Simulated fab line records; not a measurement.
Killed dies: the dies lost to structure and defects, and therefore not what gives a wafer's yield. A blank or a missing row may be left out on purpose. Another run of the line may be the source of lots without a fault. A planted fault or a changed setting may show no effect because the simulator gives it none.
Chamber matching :: flow n5Finfet :: N5_FIN_CUT_CUT_ETCH_28 on rieSi-03 has 4 sister chambers
The step etches Si in HBr/Cl2/O2, target depth 6 nm, time 2.4 s. 4 wafers are shown with their chamber, then 7 later ones without.

WAFERS PAIRED WITH THEIR CHAMBERS
wafer: L077.4
chamber: 1
drypumpMotorCurrentA (A): 5.2

wafer: L080.2
chamber: 2
drypumpMotorCurrentA (A): 5.8

wafer: L082.1
chamber: 0
drypumpMotorCurrentA (A): 6.3

wafer: L082.4
chamber: 3
drypumpMotorCurrentA (A): 5.8

WAFERS WITHOUT THEIR CHAMBER
wafer: L082.6
drypumpMotorCurrentA (A): 6.4

wafer: L090.1
drypumpMotorCurrentA (A): 5.8

wafer: L090.2
drypumpMotorCurrentA (A): 6.3

wafer: L090.6
drypumpMotorCurrentA (A): 6.3

wafer: L096.1
drypumpMotorCurrentA (A): 6.3

wafer: L096.2
drypumpMotorCurrentA (A): 5.8

wafer: L096.4
drypumpMotorCurrentA (A): 5.2

WHICH CHAMBER EACH WENT THROUGH
wafer: L082.6
from the rows above: 0
in truth: 0

wafer: L090.1
from the rows above: can't be placed: 2 or 3
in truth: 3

wafer: L090.2
from the rows above: 0
in truth: 0

wafer: L090.6
from the rows above: 0
in truth: 0

wafer: L096.1
from the rows above: 0
in truth: 0

wafer: L096.2
from the rows above: can't be placed: 2 or 3
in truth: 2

wafer: L096.4
from the rows above: 1
in truth: 1
Placed correctly: 5 of 7. Cannot be placed on the basis of these rows: 2; the candidates contain the true chamber in 2. Number placed wrongly: 0.
How it was worked out, from the rows above alone: a wafer's distance from a chamber is the root of the sum, over the readings, of the square of ((its reading less the chamber's mean) divided by the reading's scatter). The wafer belongs to the nearest chamber; if the next one is less than 2 further off, it can't be placed. A chamber's mean is the mean of its shown wafers. The scatter: root of mean squared gap, hidden wafer to nearest shown wafer, with one shown wafer a chamber.
